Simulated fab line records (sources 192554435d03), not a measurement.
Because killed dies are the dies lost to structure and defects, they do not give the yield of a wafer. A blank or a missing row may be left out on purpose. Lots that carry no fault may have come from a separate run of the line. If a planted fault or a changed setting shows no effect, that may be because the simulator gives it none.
The tool behind it: which one? / flow n5 finfet / 11 lots, 30 wafers sampled, at 2 steps of a route of 1938

WHAT THE GAUGES READ, wafer by wafer
N5_BEOL_M12_CD_MEAS_28: target cd 160.2 nm.
lot=L935; measured=day 10 06:05; on=cd sem-01; cd nm (nm)=159.3 157.3 156.7
lot=L936; measured=day 10 16:04; on=cd sem-02; cd nm (nm)=158.5 159.2 158.8
lot=L937; measured=day 11 01:12; on=cd sem-01; cd nm (nm)=160.6 159.2 159.0
lot=L938; measured=day 11 05:54; on=cd sem-02; cd nm (nm)=158.6 158.6 160.9
lot=L939; measured=day 11 20:49; on=cd sem-03; cd nm (nm)=157.6 161.3 158.8
lot=L941; measured=day 12 08:59; on=cd sem-02; cd nm (nm)=158.6 158.7 156.7
lot=L942; measured=day 12 13:44; on=cd sem-02; cd nm (nm)=160.7 157.0
lot=L943; measured=day 13 02:14; on=cd sem-02; cd nm (nm)=160.3 161.6
lot=L953; measured=day 15 14:59; on=cd sem-01; cd nm (nm)=158.8 159.0 160.2
lot=L956; measured=day 15 18:24; on=cd sem-03; cd nm (nm)=163.5 164.0
lot=L954; measured=day 16 01:47; on=cd sem-03; cd nm (nm)=165.4 162.3 161.6

TOOL THAT RAN EACH LOT (tool first, then ch and the chambers of the sampled wafers, then the start)
lot=L935; N5_BEOL_M12_ETCH_59=rie diel-02 ch 0,1,3, day 10 05:10
lot=L936; N5_BEOL_M12_ETCH_59=rie diel-04 ch 0,3, day 10 15:09
lot=L937; N5_BEOL_M12_ETCH_59=rie diel-01 ch 0,1,2, day 11 00:14
lot=L938; N5_BEOL_M12_ETCH_59=rie diel-04 ch 1,2, day 11 05:07
lot=L939; N5_BEOL_M12_ETCH_59=rie diel-04 ch 0,1,3, day 11 20:02
lot=L941; N5_BEOL_M12_ETCH_59=rie diel-02 ch 1,2,3, day 12 08:04
lot=L942; N5_BEOL_M12_ETCH_59=rie diel-01 ch 2,3, day 12 12:48
lot=L943; N5_BEOL_M12_ETCH_59=rie diel-04 ch 1,2, day 13 01:19
lot=L953; N5_BEOL_M12_ETCH_59=rie diel-04 ch 1,3, day 15 12:54
lot=L956; N5_BEOL_M12_ETCH_59=rie diel-02 ch 0,2, day 15 17:31
lot=L954; N5_BEOL_M12_ETCH_59=rie diel-01 ch 1,2,3, day 16 00:58
- N5_BEOL_M12_ETCH_59: etches BARC in N2/H2, target depth 89 nm, overetch 26.7 nm, time 67.9 s.

WHAT THE TOOLS THEMSELVES READ (means of the sampled wafers that have a number; where no wafer has one, the mark that the record gives instead)
N5_BEOL_M12_ETCH_59.
lot=L935; tool=rie diel-02; chamber pressure mTorr (mTorr)=30.026; drypump motor current A (A)=5.9; h2 flow sccm (sccm)=200.0; oes product au (a.u.)=0.68; rf vpp V (V)=521.9; showerhead plenum p Torr (Torr)=2.47; throttle valve pct (%)=17.80
lot=L936; tool=rie diel-04; chamber pressure mTorr (mTorr)=29.965; drypump motor current A (A)=5.7; h2 flow sccm (sccm)=199.8; oes product au (a.u.)=0.79; rf vpp V (V)=524.2; showerhead plenum p Torr (Torr)=2.56; throttle valve pct (%)=17.71
lot=L937; tool=rie diel-01; chamber pressure mTorr (mTorr)=29.992; drypump motor current A (A)=5.6; h2 flow sccm (sccm)=199.4; oes product au (a.u.)=0.70; rf vpp V (V)=526.1; showerhead plenum p Torr (Torr)=2.60; throttle valve pct (%)=17.63
lot=L938; tool=rie diel-04; chamber pressure mTorr (mTorr)=30.002; drypump motor current A (A)=5.0; h2 flow sccm (sccm)=200.2; oes product au (a.u.)=0.71; rf vpp V (V)=525.5; showerhead plenum p Torr (Torr)=2.63; throttle valve pct (%)=17.80
lot=L939; tool=rie diel-04; chamber pressure mTorr (mTorr)=29.999; drypump motor current A (A)=5.6; h2 flow sccm (sccm)=200.4; oes product au (a.u.)=0.76; rf vpp V (V)=525.8; showerhead plenum p Torr (Torr)=2.60; throttle valve pct (%)=17.72
lot=L941; tool=rie diel-02; chamber pressure mTorr (mTorr)=30.021; drypump motor current A (A)=5.9; h2 flow sccm (sccm)=200.2; oes product au (a.u.)=0.66; rf vpp V (V)=522.1; showerhead plenum p Torr (Torr)=2.47; throttle valve pct (%)=17.67
lot=L942; tool=rie diel-01; chamber pressure mTorr (mTorr)=30.006; drypump motor current A (A)=5.2; h2 flow sccm (sccm)=199.8; oes product au (a.u.)=0.68; rf vpp V (V)=524.6; showerhead plenum p Torr (Torr)=2.56; throttle valve pct (%)=17.70
lot=L943; tool=rie diel-04; chamber pressure mTorr (mTorr)=29.990; drypump motor current A (A)=5.1; h2 flow sccm (sccm)=200.1; oes product au (a.u.)=0.71; rf vpp V (V)=526.0; showerhead plenum p Torr (Torr)=2.65; throttle valve pct (%)=17.79
lot=L953; tool=rie diel-04; chamber pressure mTorr (mTorr)=29.998; drypump motor current A (A)=5.3; h2 flow sccm (sccm)=199.7; oes product au (a.u.)=0.72; rf vpp V (V)=527.0; showerhead plenum p Torr (Torr)=2.67; throttle valve pct (%)=17.79
lot=L956; tool=rie diel-02; chamber pressure mTorr (mTorr)=29.974; drypump motor current A (A)=6.2; h2 flow sccm (sccm)=199.6; oes product au (a.u.)=0.69; rf vpp V (V)=522.8; showerhead plenum p Torr (Torr)=2.46; throttle valve pct (%)=17.73
lot=L954; tool=rie diel-01; chamber pressure mTorr (mTorr)=30.000; drypump motor current A (A)=5.3; h2 flow sccm (sccm)=199.5; oes product au (a.u.)=0.67; rf vpp V (V)=524.2; showerhead plenum p Torr (Torr)=2.55; throttle valve pct (%)=17.65

THE ANSWER, worked out from the rows above alone
Rule: the lots themselves supply what counts as usual. The widest of any qualifying gaps counts: lots, ordered by their means at a reading, are off when they make up no more than a third of the lots, leave a main group of 4 or more, and stand apart from it by 3 or more times the standard deviation of that group's means. The tables above print the reading to a certain number of digits; a main group whose means all agree to those digits is not used. Also off: a lot with no number at a reading for which 4 or more lots have one. All remaining lots with rows at the step are treated as sound. First the gauges in route order, then the tools' own readings, where a lot's mean is used as printed above. The first step at which some lot is off is used, and at that step the reading that is off furthest; a lot without a number counts as furthest.
No lot is off on any of the readings shown, so nothing can be concluded from this.

WHAT HAD BEEN PUT IN BY THE SIMULATOR
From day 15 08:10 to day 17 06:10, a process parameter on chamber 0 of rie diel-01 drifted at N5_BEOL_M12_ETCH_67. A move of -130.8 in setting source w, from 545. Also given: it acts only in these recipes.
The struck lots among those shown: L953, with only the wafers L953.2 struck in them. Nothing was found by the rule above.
